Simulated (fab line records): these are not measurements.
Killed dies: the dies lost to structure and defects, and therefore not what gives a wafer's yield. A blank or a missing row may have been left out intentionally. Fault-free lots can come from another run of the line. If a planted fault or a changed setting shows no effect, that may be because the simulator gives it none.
Chamber matching    flow n5_finfet    cmp-04 running N5_BEOL_M8_CMP_52: 4 sister chambers
The step polishes, stops on SiCOH lowk, t overpolish 6.9 s, target thk 80 nm. 4 wafers are shown with their chamber, then 9 later ones without.

WAFERS WITH THEIR CHAMBER
wafer   chamber  time_to_endpoint_s (s)
L078.4  3        67
L082.3  2        56
L082.5  0        64
L082.6  1        54

WAFERS WHOSE CHAMBER IS MISSING
wafer   time_to_endpoint_s (s)
L089.1  61
L089.4  57
L089.6  58
L094.1  61
L094.4  69
L094.6  59
L095.2  69
L095.5  58
L095.6  65

WHICH CHAMBER EACH ONE RAN IN
wafer   from the rows above                in truth
L089.1  can't be placed: 0 or 2 or 3 or 1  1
L089.4  can't be placed: 2 or 1            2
L089.6  can't be placed: 2 or 1 or 0       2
L094.1  can't be placed: 0 or 2 or 3 or 1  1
L094.4  can't be placed: 3 or 0            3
L094.6  can't be placed: 2 or 0 or 1       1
L095.2  can't be placed: 3 or 0            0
L095.5  can't be placed: 2 or 1 or 0       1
L095.6  can't be placed: 0 or 3            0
0 of 9 placed correctly. Unplaceable from these rows: 9, with the true chamber sitting among the candidates in 9. Wrongly placed: 0.
How it was worked out, from the rows above alone: a wafer's distance from a chamber is the root of the sum, over the readings, of the square of ((its reading less the chamber's mean) divided by the reading's scatter). If the next closest chamber is less than 2 further off than the closest, the wafer can't be placed; otherwise it belongs to the closest. For every chamber, the mean is computed from those of its wafers that are shown. The scatter: with one shown wafer a chamber, the root of the mean of the squares of how far each hidden wafer lies from its nearest shown one.
